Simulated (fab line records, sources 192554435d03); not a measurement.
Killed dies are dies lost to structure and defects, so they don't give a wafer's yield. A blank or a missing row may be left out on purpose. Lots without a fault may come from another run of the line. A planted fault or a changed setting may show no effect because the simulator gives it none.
Chamber matching | flow n5_finfet | N5_BEOL_M4_STRIP_66 on rie_diel-04: 4 sister chambers
The step strips in CF4. 8 wafers are shown with their chamber, then 8 later ones without.

WAFERS WITH THEIR CHAMBER
wafer  | chamber | drypump_motor_current_A (A) | throttle_valve_pct (%)
L088.2 | 2       | 5.7                         | 13.75
L088.4 | 1       | 5.2                         | 13.52
L089.1 | 1       | 5.2                         | 13.52
L089.6 | 3       | 5.4                         | 13.12
L090.3 | 2       | 5.8                         | 13.77
L090.4 | 0       | 5.6                         | 13.07
L090.6 | 0       | 5.6                         | 13.06
L093.1 | 3       | 5.3                         | 13.13

WAFERS WITHOUT THEIR CHAMBER
wafer  | drypump_motor_current_A (A) | throttle_valve_pct (%)
L093.4 | 5.2                         | 13.54
L093.6 | 5.6                         | 13.09
L095.3 | 5.6                         | 13.08
L095.5 | 5.7                         | 13.10
L095.6 | 5.2                         | 13.54
L097.1 | 5.4                         | 13.17
L097.5 | 5.3                         | 13.16
L097.6 | 5.2                         | 13.54

WHICH CHAMBER EACH WENT THROUGH
wafer  | from the rows above | in truth
L093.4 | 1                   | 1
L093.6 | 0                   | 0
L095.3 | 0                   | 0
L095.5 | 0                   | 0
L095.6 | 1                   | 1
L097.1 | 3                   | 3
L097.5 | 3                   | 3
L097.6 | 1                   | 1
Placed correctly: 8 of 8. Can't be placed from these rows: 0. Placed wrongly: 0.
How it was worked out, from the rows above alone: a wafer's distance from a chamber is the root of the sum, over the readings, of the square of ((its reading less the chamber's mean) divided by the reading's scatter). The wafer belongs to the nearest chamber; if the next one is less than 2 further off, it can't be placed. A chamber's mean is the mean of its shown wafers. The scatter: the root of (the sum of the squares of (reading less its chamber's mean) over the shown wafers, divided by (wafers less chambers)).
